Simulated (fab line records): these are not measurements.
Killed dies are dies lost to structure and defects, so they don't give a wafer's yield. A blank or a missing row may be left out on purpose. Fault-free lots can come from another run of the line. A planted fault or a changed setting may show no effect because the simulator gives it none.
Chamber matching -- flow nandHarc -- NHARC_A_BLC_STRIP_21 on rieDiel-11: 4 sister chambers
The step strips in O2. 42 wafers are shown with their chamber, then 12 later ones without.

== EACH WAFER AND ITS CHAMBER ==
wafer,chamber,showerheadPlenumPTorr (Torr),drypumpMotorCurrentA (A),oesProductAu (a.u.)
L076.1,1,3.70,5.0,0.993
L076.5,0,3.36,6.5,1.010
L076.6,1,3.70,5.0,0.994
L079.2,0,3.36,6.5,1.005
L079.3,1,3.70,5.0,1.005
L079.5,1,3.70,5.0,1.019
L079.1,2,3.48,5.8,0.995
L079.4,3,3.35,6.3,0.991
L079.6,2,3.48,5.8,0.984
L078.3,0,3.35,6.4,1.010
L078.4,3,3.35,6.3,0.984
L078.5,1,3.70,5.0,0.996
L081.2,3,3.35,6.2,0.983
L081.3,0,3.35,6.5,0.998
L081.4,1,3.70,5.0,0.992
L084.1,1,3.70,5.0,0.989
L084.4,2,3.48,5.8,0.998
L084.6,1,3.70,5.0,0.986
L084.2,0,3.35,6.5,1.014
L084.3,3,3.35,6.2,0.985
L084.5,2,3.48,5.8,0.979
L080.1,3,3.35,6.2,0.980
L080.5,3,3.35,6.2,0.990
L080.6,0,3.35,6.5,1.002
L080.2,1,3.70,5.0,0.991
L080.3,0,3.35,6.5,1.016
L080.4,2,3.47,5.8,0.995
L088.3,0,3.35,6.5,1.017
L088.5,3,3.35,6.2,0.994
L088.6,2,3.47,5.8,0.999
L086.1,2,3.47,5.8,0.978
L086.5,0,3.35,6.5,1.005
L086.6,3,3.35,6.3,0.979
L089.1,1,3.69,5.0,0.994
L089.3,3,3.34,6.3,0.985
L089.6,1,3.69,5.0,0.989
L091.1,3,3.35,6.2,0.990
L091.3,2,3.47,5.8,0.974
L091.4,0,3.35,6.5,1.001
L091.2,1,3.69,5.0,0.988
L091.5,3,3.35,6.2,0.979
L091.6,2,3.47,5.9,0.982

SIGNATURES (means of the wafers above)
reading,chamber 0,chamber 1,chamber 2,chamber 3,scatter within a chamber
showerheadPlenumPTorr,3.3520,3.6975,3.4744,3.3491,0.00429
drypumpMotorCurrentA,6.490,5.000,5.811,6.236,0.0338
oesProductAu,1.00780,0.99467,0.98711,0.98545,0.00779
Rule: a wafer lies at a distance from a chamber equal to the root of the sum of squares, over the readings, of (its reading less the chamber's mean, divided by the reading's scatter). If the next closest chamber is less than 2 further off than the closest, the wafer can't be placed; otherwise it belongs to the closest. The scatter is the square root of a quotient: the sum, over the shown wafers, of each reading's squared deviation from its chamber's mean, divided by wafers minus chambers.

== WAFERS MISSING THEIR CHAMBER ==
wafer,showerheadPlenumPTorr (Torr),drypumpMotorCurrentA (A),oesProductAu (a.u.)
L090.1,3.69,5.0,1.001
L090.2,3.34,6.2,0.990
L090.6,3.47,5.9,0.987
L093.4,3.35,6.5,0.999
L093.5,3.69,5.0,1.004
L093.6,3.47,5.8,0.985
L094.3,3.47,5.8,0.994
L094.4,3.69,5.0,0.999
L094.5,3.34,6.3,0.995
L095.1,3.34,6.2,0.991
L095.2,3.35,6.5,1.004
L095.4,3.47,5.8,1.004

== EACH ONE'S CHAMBER ==
wafer,from the rows above,in truth
L090.1,1,1
L090.2,3,3
L090.6,2,2
L093.4,0,0
L093.5,1,1
L093.6,2,2
L094.3,2,2
L094.4,1,1
L094.5,3,3
L095.1,3,3
L095.2,0,0
L095.4,2,2
Placed correctly: 12 of 12. Can't be placed from these rows: 0. Wrongly placed: 0.
